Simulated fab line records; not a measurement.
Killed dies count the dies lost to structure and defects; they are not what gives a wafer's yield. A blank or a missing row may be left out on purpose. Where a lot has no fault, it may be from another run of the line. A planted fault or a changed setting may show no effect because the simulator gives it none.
Which tool did it? -- flow n5_finfet -- 31 wafers from 12 lots sampled at 4 of the route's 1938 steps

WHAT THE GAUGES READ, wafer by wafer
N5_FIN_CUT_INSPECT_17: inspects for defects (brightfield).
lot,measured,on,raw_defect_count
L894,day 2 04:07,defect_inspect-02,236 336 252
L896,day 2 16:44,defect_inspect-02,175 302 434
L900,day 3 17:16,defect_inspect-02,316 224
L901,day 3 21:20,defect_inspect-02,138 175
L902,day 4 04:27,defect_inspect-01,250 244
L903,day 4 10:37,defect_inspect-02,1373 1455 1405
L904,day 4 16:55,defect_inspect-01,1398 1367 1360
L912,day 6 17:06,defect_inspect-01,261 318
L913,day 6 21:26,defect_inspect-02,263 258 252
L914,day 7 04:26,defect_inspect-02,195 219
L915,day 7 10:04,defect_inspect-01,242 210 150
L917,day 8 02:21,defect_inspect-01,203 200 252

TOOL THAT RAN EACH LOT (tool first, then ch and the chambers of the sampled wafers, then the start)
lot,N5_FIN_SAQP_ETCH_64,N5_FIN_CUT_PRECLEAN_35,N5_FIN_CUT_CUT_ETCH_28
L894,"rie_si-05 ch 0,2,3, day 2 02:23","vapor_etch-02 ch 0,1, day 2 03:45","rie_si-01 ch 1,2,3, day 2 03:53"
L896,"rie_si-05 ch 1,2, day 2 15:06","vapor_etch-02 ch 0,1, day 2 16:23","rie_si-01 ch 1,2,3, day 2 16:29"
L900,"rie_si-02 ch 2,3, day 3 15:38","vapor_etch-01 ch 0, day 3 16:54","rie_si-06 ch 2, day 3 17:02"
L901,"rie_si-03 ch 2,3, day 3 19:44","vapor_etch-02 ch 0,1, day 3 20:58","rie_si-06 ch 0,1, day 3 21:07"
L902,"rie_si-02 ch 2,3, day 4 02:43","vapor_etch-02 ch 0, day 4 04:05","rie_si-01 ch 1,3, day 4 04:13"
L903,"rie_si-03 ch 0,1,3, day 4 09:00","vapor_etch-01 ch 0,1, day 4 10:14","rie_si-06 ch 0,1,2, day 4 10:23"
L904,"rie_si-02 ch 0,2, day 4 15:01","vapor_etch-01 ch 0, day 4 16:29","rie_si-06 ch 0,2, day 4 16:37"
L912,"rie_si-05 ch 0,3, day 6 15:22","vapor_etch-02 ch 0,1, day 6 16:45","rie_si-01 ch 1,2, day 6 16:52"
L913,"rie_si-03 ch 0,2,3, day 6 19:44","vapor_etch-02 ch 0,1, day 6 21:03","rie_si-04 ch 1,2, day 6 21:11"
L914,"rie_si-02 ch 2,3, day 7 02:41","vapor_etch-01 ch 1, day 7 04:04","rie_si-06 ch 2,3, day 7 04:13"
L915,"rie_si-02 ch 0,1, day 7 08:10","vapor_etch-01 ch 0,1, day 7 09:33","rie_si-04 ch 2,3, day 7 09:41"
L917,"rie_si-02 ch 0,1,3, day 8 00:30","vapor_etch-01 ch 0,1, day 8 01:59","rie_si-06 ch 1,3, day 8 02:08"
- N5_FIN_SAQP_ETCH_64: etches SiO2 in CF4, target depth 1.5 nm.
- N5_FIN_CUT_PRECLEAN_35: cleans in vHF, time 13.3 s.
- N5_FIN_CUT_CUT_ETCH_28: etches Si in HBr/Cl2/O2, target depth 6 nm, time 2.4 s.

WHAT THE TOOLS THEMSELVES READ (means of the sampled wafers that have a number; where no wafer has one, the mark that the record gives instead)
N5_FIN_SAQP_ETCH_64.
lot,tool,bias_w (W),cf4_flow_sccm (sccm),drypump_motor_current_A (A),oes_product_au (a.u.),throttle_valve_pct (%)
L894,rie_si-05,399.0,79.85,6.0,1.007,21.62
L896,rie_si-05,400.8,79.99,6.0,1.001,21.68
L900,rie_si-02,402.3,79.94,5.6,1.010,21.70
L901,rie_si-03,398.8,80.06,5.7,1.034,21.83
L902,rie_si-02,399.4,80.09,5.6,1.009,21.68
L903,rie_si-03,399.5,79.92,5.9,1.012,21.77
L904,rie_si-02,399.3,80.21,5.7,1.026,22.00
L912,rie_si-05,400.1,79.92,5.9,0.998,21.61
L913,rie_si-03,399.2,79.96,5.9,1.024,21.95
L914,rie_si-02,401.0,79.96,5.7,1.000,21.67
L915,rie_si-02,400.4,79.87,6.0,1.022,21.83
L917,rie_si-02,399.4,80.15,6.1,1.008,21.64

N5_FIN_CUT_PRECLEAN_35.
lot,tool,drypump_motor_current_A (A)
L894,vapor_etch-02,6.0
L896,vapor_etch-02,6.1
L900,vapor_etch-01,6.3
L901,vapor_etch-02,6.0
L902,vapor_etch-02,6.2
L903,vapor_etch-01,6.0
L904,vapor_etch-01,6.3
L912,vapor_etch-02,6.0
L913,vapor_etch-02,6.1
L914,vapor_etch-01,5.5
L915,vapor_etch-01,5.8
L917,vapor_etch-01,5.8

N5_FIN_CUT_CUT_ETCH_28.
lot,tool,drypump_motor_current_A (A),oes_product_au (a.u.),throttle_valve_pct (%)
L894,rie_si-01,6.4,1.006,37.5
L896,rie_si-01,6.4,1.008,37.5
L900,rie_si-06,5.8,1.006,37.0
L901,rie_si-06,6.2,1.002,36.9
L902,rie_si-01,6.5,1.017,37.4
L903,rie_si-06,6.1,1.001,36.9
L904,rie_si-06,5.9,1.004,37.0
L912,rie_si-01,6.3,0.995,37.5
L913,rie_si-04,5.6,1.005,37.7
L914,rie_si-06,5.3,1.013,36.9
L915,rie_si-04,5.9,1.000,37.6
L917,rie_si-06,5.6,1.014,36.7

THE ANSWER, worked out from the rows above alone
Rule: the lots themselves supply what counts as usual. The widest of any qualifying gaps counts: lots, ordered by their means at a reading, are off when they make up no more than a third of the lots, leave a main group of 4 or more, and stand apart from it by 3 or more times the standard deviation of that group's means. If all means in a main group match to the digits the tables above print for the reading, that group is not used. A lot without any number at a reading at which 4 lots or more have one is off too. Any other lot the step has rows for is counted as sound. After the gauges, taken in route order, come the tools' own readings; for these a lot's mean is taken, as printed above. At the first step where some lot is off, the reading lying furthest off is the one used; lots without a number count as furthest.
Off at N5_FIN_CUT_INSPECT_17 (raw_defect_count): L903, L904. The main group has a mean of 242 with a standard deviation of 44.
If a tool, at a process step before that reading, ran all the lots that are off and no sound lot after the first of them, it fits. The gauges at N5_FIN_CUT_INSPECT_17 are tried like those tools. Of those tried, none fits.

WHAT THE SIMULATOR PUT IN
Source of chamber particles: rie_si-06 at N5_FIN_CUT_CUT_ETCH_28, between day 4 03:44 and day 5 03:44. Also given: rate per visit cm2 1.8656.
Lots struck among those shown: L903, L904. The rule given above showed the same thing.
